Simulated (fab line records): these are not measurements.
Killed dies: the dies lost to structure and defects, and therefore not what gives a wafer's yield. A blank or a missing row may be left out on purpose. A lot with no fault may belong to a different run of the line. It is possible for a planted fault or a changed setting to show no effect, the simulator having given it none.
Matching of chambers | flow nand-harc | 3 sister chambers for NHARC_P_CONTACT_DEP_30 on pecvd-04
The step deposits SiNx, target thk 30 nm. 6 wafers are shown with their chamber, then 8 later ones without.

== WAFERS, EACH WITH ITS CHAMBER ==
wafer  | chamber | heater-power-w (W)
L080.4 | 1       | 566
L080.6 | 0       | 772
L082.4 | 2       | 696
L082.5 | 0       | 680
L082.6 | 1       | 519
L092.2 | 2       | 684

== WAFERS WITHOUT THEIR CHAMBER ==
wafer  | heater-power-w (W)
L092.3 | 586
L092.5 | 685
L093.1 | 666
L093.4 | 618
L093.5 | 688
L094.1 | 664
L094.3 | 513
L094.5 | 515

== CHAMBER TAKEN BY EACH ==
wafer  | from the rows above          | in truth
L092.3 | can't be placed: 1 or 2      | 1
L092.5 | can't be placed: 2 or 0      | 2
L093.1 | can't be placed: 2 or 0      | 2
L093.4 | can't be placed: 2 or 1 or 0 | 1
L093.5 | can't be placed: 2 or 0      | 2
L094.1 | can't be placed: 2 or 0      | 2
L094.3 | 1                            | 1
L094.5 | 1                            | 1
Correctly placed: 2 of 8. Unplaceable from these rows: 6, with the true chamber sitting among the candidates in 6. Wrongly placed: 0.
How it was worked out, from the rows above alone: a wafer's distance from a chamber is the root of the sum, over the readings, of the square of ((its reading less the chamber's mean) divided by the reading's scatter). If the next closest chamber is less than 2 further off than the closest, the wafer can't be placed; otherwise it belongs to the closest. A chamber's mean is the mean of its shown wafers. The scatter is the square root of a quotient: the sum, over the shown wafers, of each reading's squared deviation from its chamber's mean, divided by wafers minus chambers.
